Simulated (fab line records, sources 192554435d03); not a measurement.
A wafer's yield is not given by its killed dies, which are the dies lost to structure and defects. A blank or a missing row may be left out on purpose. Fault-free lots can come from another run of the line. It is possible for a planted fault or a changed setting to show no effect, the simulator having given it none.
Which tool is to blame? + flow n5 finfet + Sampling: 11 lots, 33 wafers, 2 of 1938 route steps

## WHAT EACH GAUGE READ, for each wafer
N5_BEOL_M7_CD_MEAS_18: pitch 80 nm, target cd 40 nm. Usual: cd nm 40.0 nm, standard deviation 0.48.
| lot  | measured     | on        | cd nm (nm)     | flag |
|------|--------------|-----------|----------------|------|
| L865 | day 8 23:28  | cd sem-03 | 39.8 40.7 39.9 |      |
| L868 | day 9 13:54  | cd sem-01 | 40.4 39.3 40.4 |      |
| L867 | day 9 14:09  | cd sem-03 | 40.8 40.9 39.8 |      |
| L871 | day 10 17:00 | cd sem-01 | 40.4 39.3 40.1 |      |
| L873 | day 10 22:31 | cd sem-01 | 40.8 40.2 40.3 |      |
| L875 | day 11 15:13 | cd sem-03 | 40.3 39.8 40.0 |      |
| L880 | day 12 13:22 | cd sem-02 | 39.8 39.6 40.3 |      |
| L882 | day 13 13:14 | cd sem-01 | 39.8 39.8 40.6 |      |
| L883 | day 13 18:37 | cd sem-03 | 40.1 40.5 40.4 |      |
| L886 | day 14 18:02 | cd sem-02 | 40.0 40.4 40.1 |      |
| L887 | day 14 23:44 | cd sem-03 | 39.2 39.7 39.4 |      |

## WHAT TOOL EACH LOT RAN ON (gives the tool, then ch and the chambers of the sampled wafers, and finally the start)
| lot  | N5_BEOL_M6_ALD_77                   |
|------|-------------------------------------|
| L865 | ald metal-02 ch 0,1,2, day 8 18:47  |
| L868 | ald metal-03 ch 0,1, day 9 09:20    |
| L867 | ald metal-02 ch 1,2, day 9 09:25    |
| L871 | ald metal-02 ch 0,1, day 10 12:14   |
| L873 | ald metal-02 ch 0,3, day 10 16:36   |
| L875 | ald metal-03 ch 0,1,2, day 11 09:49 |
| L880 | ald metal-01 ch 1,2,3, day 12 07:21 |
| L882 | ald metal-03 ch 1,2,3, day 13 09:46 |
| L883 | ald metal-03 ch 0,1,2, day 13 14:34 |
| L886 | ald metal-02 ch 0,3, day 14 13:09   |
| L887 | ald metal-03 ch 0,2,3, day 14 19:22 |
- N5_BEOL_M6_ALD_77: deposits TaN, target thk 2 nm, pulse time 2 s, purge time 3 s.

## AS READ BY THE TOOLS THEMSELVES (means over the sampled wafers that have a number; for cases with no such wafer, the mark the record gives instead)
N5_BEOL_M6_ALD_77. Usual: heater power w 431 W, standard deviation 35.
| lot  | tool         | heater power w (W) | flag |
|------|--------------|--------------------|------|
| L865 | ald metal-02 | 406                |      |
| L868 | ald metal-03 | 426                |      |
| L867 | ald metal-02 | 411                |      |
| L871 | ald metal-02 | 419                |      |
| L873 | ald metal-02 | 416                |      |
| L875 | ald metal-03 | 427                |      |
| L880 | ald metal-01 | 463                |      |
| L882 | ald metal-03 | 422                |      |
| L883 | ald metal-03 | 430                |      |
| L886 | ald metal-02 | 412                |      |
| L887 | ald metal-03 | 400                |      |

## THE ANSWER, worked out from the rows above alone
Rule: a lot counts as off when the mean over its wafers that have a number is more than 3 standard deviations away from the usual mean. Also off: a lot with no number at a reading for which 4 or more lots have one. All remaining lots with rows at the step are treated as sound. First the gauges in route order, then the tools' own readings, where a lot's mean is used as printed above. The first step at which some lot is off is used, and at that step the reading that is off furthest; a lot without a number counts as furthest.
Across all readings shown, no lot is off: no conclusion can be drawn from this.

## WHAT HAD BEEN PUT IN BY THE SIMULATOR
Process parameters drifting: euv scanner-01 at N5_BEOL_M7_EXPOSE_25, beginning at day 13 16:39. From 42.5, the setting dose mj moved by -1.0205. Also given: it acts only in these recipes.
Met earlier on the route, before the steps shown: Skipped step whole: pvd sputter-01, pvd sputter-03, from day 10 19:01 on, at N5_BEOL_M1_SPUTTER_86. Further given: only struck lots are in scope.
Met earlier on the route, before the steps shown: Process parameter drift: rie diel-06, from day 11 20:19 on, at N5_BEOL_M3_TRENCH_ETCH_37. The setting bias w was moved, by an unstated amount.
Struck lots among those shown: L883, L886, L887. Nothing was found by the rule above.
